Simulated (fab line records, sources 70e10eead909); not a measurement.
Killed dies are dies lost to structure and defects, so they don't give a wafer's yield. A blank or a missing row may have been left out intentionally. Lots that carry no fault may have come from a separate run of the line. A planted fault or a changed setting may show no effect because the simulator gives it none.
Chamber matching / flow nandHarc / 4 sister chambers for NHARC_P_GATE_DESCUM_13 on rieDiel-11
The step chemistry O2, time 3 s. 8 wafers are shown with their chamber, then 10 later ones without.

WAFERS WITH THEIR CHAMBER
wafer=L716.2; chamber=2; drypumpMotorCurrentA (A)=6.0; oesProductAu (a.u.)=1.002
wafer=L716.3; chamber=3; drypumpMotorCurrentA (A)=5.8; oesProductAu (a.u.)=0.991
wafer=L718.1; chamber=3; drypumpMotorCurrentA (A)=5.8; oesProductAu (a.u.)=0.989
wafer=L722.3; chamber=0; drypumpMotorCurrentA (A)=5.7; oesProductAu (a.u.)=0.999
wafer=L722.5; chamber=2; drypumpMotorCurrentA (A)=6.1; oesProductAu (a.u.)=1.001
wafer=L722.6; chamber=1; drypumpMotorCurrentA (A)=5.3; oesProductAu (a.u.)=0.997
wafer=L724.1; chamber=0; drypumpMotorCurrentA (A)=5.7; oesProductAu (a.u.)=0.986
wafer=L724.5; chamber=1; drypumpMotorCurrentA (A)=5.3; oesProductAu (a.u.)=0.984

WAFERS WITHOUT THEIR CHAMBER
wafer=L724.6; drypumpMotorCurrentA (A)=6.1; oesProductAu (a.u.)=0.990
wafer=L723.2; drypumpMotorCurrentA (A)=5.3; oesProductAu (a.u.)=0.990
wafer=L723.3; drypumpMotorCurrentA (A)=5.7; oesProductAu (a.u.)=0.985
wafer=L723.4; drypumpMotorCurrentA (A)=5.8; oesProductAu (a.u.)=0.989
wafer=L730.1; drypumpMotorCurrentA (A)=6.1; oesProductAu (a.u.)=1.000
wafer=L730.2; drypumpMotorCurrentA (A)=5.3; oesProductAu (a.u.)=0.998
wafer=L730.6; drypumpMotorCurrentA (A)=6.1; oesProductAu (a.u.)=1.000
wafer=L732.3; drypumpMotorCurrentA (A)=5.7; oesProductAu (a.u.)=0.974
wafer=L732.4; drypumpMotorCurrentA (A)=6.1; oesProductAu (a.u.)=0.989
wafer=L732.5; drypumpMotorCurrentA (A)=5.8; oesProductAu (a.u.)=0.984

CHAMBER TAKEN BY EACH
wafer=L724.6; from the rows above=2; in truth=2
wafer=L723.2; from the rows above=1; in truth=1
wafer=L723.3; from the rows above=can't be placed: 0 or 3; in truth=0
wafer=L723.4; from the rows above=3; in truth=3
wafer=L730.1; from the rows above=2; in truth=2
wafer=L730.2; from the rows above=1; in truth=1
wafer=L730.6; from the rows above=2; in truth=2
wafer=L732.3; from the rows above=can't be placed: 0 or 3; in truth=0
wafer=L732.4; from the rows above=2; in truth=2
wafer=L732.5; from the rows above=3; in truth=3
8 of 10 placed correctly. These rows do not allow placing 2 (true chamber among the candidates in 2). Number placed wrongly: 0.
How it was worked out, from the rows above alone: a wafer's distance from a chamber is the root of the sum, over the readings, of the square of ((its reading less the chamber's mean) divided by the reading's scatter). The wafer belongs to the nearest chamber; if the next one is less than 2 further off, it can't be placed. The mean given for a chamber averages the wafers shown for that chamber. The scatter: take each reading less its chamber's mean, square it, sum over the shown wafers, divide by the number of wafers less the number of chambers, and take the root.
